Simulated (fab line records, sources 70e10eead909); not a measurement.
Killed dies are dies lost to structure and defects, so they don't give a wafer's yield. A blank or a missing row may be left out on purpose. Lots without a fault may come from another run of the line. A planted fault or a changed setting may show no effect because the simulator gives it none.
Chamber matching | flow nand_harc | NHARC_P_M0_DESCUM_14 on rie_diel-05: 4 sister chambers
The step chemistry O2, time 3 s. 33 wafers are shown with their chamber, then 12 later ones without.

WAFERS WITH THEIR CHAMBER
wafer  | chamber | showerhead_plenum_p_Torr (Torr) | drypump_motor_current_A (A) | oes_product_au (a.u.)
L075.1 | 2       | 1.89                            | 5.8                         | 1.003
L075.2 | 0       | 1.79                            | 6.0                         | 0.989
L075.5 | 3       | 1.97                            | 5.7                         | 1.013
L079.1 | 1       | 2.02                            | 6.2                         | 0.985
L079.2 | 0       | 1.79                            | 6.0                         | 0.993
L079.4 | 3       | 1.97                            | 5.7                         | 1.008
L080.3 | 2       | 1.88                            | 5.9                         | 0.999
L080.4 | 3       | 1.97                            | 5.7                         | 0.993
L080.6 | 2       | 1.88                            | 5.9                         | 0.996
L081.1 | 3       | 1.97                            | 5.7                         | 1.002
L081.2 | 0       | 1.79                            | 6.0                         | 0.985
L081.5 | 0       | 1.79                            | 6.0                         | 0.988
L084.1 | 2       | 1.88                            | 5.9                         | 1.002
L084.3 | 0       | 1.79                            | 6.0                         | 0.999
L084.6 | 1       | 2.02                            | 6.2                         | 0.993
L087.2 | 0       | 1.79                            | 6.0                         | 1.006
L087.3 | 3       | 1.97                            | 5.7                         | 0.995
L087.4 | 2       | 1.88                            | 5.8                         | 1.006
L088.2 | 2       | 1.88                            | 5.8                         | 1.001
L088.3 | 0       | 1.79                            | 6.0                         | 1.007
L088.5 | 0       | 1.79                            | 6.0                         | 1.020
L090.1 | 0       | 1.79                            | 6.0                         | 1.004
L090.4 | 2       | 1.88                            | 5.9                         | 1.000
L090.5 | 1       | 2.02                            | 6.2                         | 0.990
L091.1 | 1       | 2.02                            | 6.2                         | 0.988
L091.3 | 3       | 1.96                            | 5.7                         | 1.006
L091.5 | 3       | 1.96                            | 5.7                         | 1.010
L092.1 | 0       | 1.79                            | 6.0                         | 1.018
L092.3 | 3       | 1.96                            | 5.7                         | 1.009
L092.5 | 2       | 1.88                            | 5.9                         | 0.998
L093.3 | 3       | 1.96                            | 5.7                         | 0.996
L093.4 | 1       | 2.01                            | 6.2                         | 0.996
L093.5 | 3       | 1.96                            | 5.7                         | 1.004

SIGNATURES (means of the wafers above)
reading                  | chamber 0 | chamber 1 | chamber 2 | chamber 3 | scatter within a chamber
showerhead_plenum_p_Torr | 1.7900    | 2.0180    | 1.8812    | 1.9650    | 0.00379
drypump_motor_current_A  | 6.000     | 6.200     | 5.862     | 5.700     | 0.0254
oes_product_au           | 1.00090   | 0.99040   | 1.00062   | 1.00360   | 0.00815
Rule: a wafer's distance from a chamber is the root of the sum, over the readings, of the square of ((its reading less the chamber's mean) divided by the reading's scatter). The wafer belongs to the nearest chamber; if the next one is less than 2 further off, it can't be placed. The scatter: the root of (the sum of the squares of (reading less its chamber's mean) over the shown wafers, divided by (wafers less chambers)).

WAFERS WITHOUT THEIR CHAMBER
wafer  | showerhead_plenum_p_Torr (Torr) | drypump_motor_current_A (A) | oes_product_au (a.u.)
L095.4 | 1.87                            | 5.9                         | 0.996
L095.5 | 1.87                            | 5.8                         | 0.993
L095.6 | 2.01                            | 6.2                         | 0.980
L094.2 | 2.01                            | 6.2                         | 0.977
L094.3 | 1.78                            | 6.0                         | 0.997
L094.4 | 1.88                            | 5.8                         | 1.001
L096.1 | 2.01                            | 6.2                         | 0.985
L096.3 | 1.87                            | 5.8                         | 1.000
L096.6 | 1.78                            | 6.0                         | 1.000
L097.3 | 1.78                            | 6.0                         | 1.005
L097.4 | 1.96                            | 5.8                         | 0.997
L097.5 | 1.78                            | 6.0                         | 1.005

WHICH CHAMBER EACH WENT THROUGH
wafer  | from the rows above | in truth
L095.4 | 2                   | 2
L095.5 | 2                   | 2
L095.6 | 1                   | 1
L094.2 | 1                   | 1
L094.3 | 0                   | 0
L094.4 | 2                   | 2
L096.1 | 1                   | 1
L096.3 | 2                   | 2
L096.6 | 0                   | 0
L097.3 | 0                   | 0
L097.4 | 3                   | 3
L097.5 | 0                   | 0
Placed correctly: 12 of 12. Can't be placed from these rows: 0. Placed wrongly: 0.
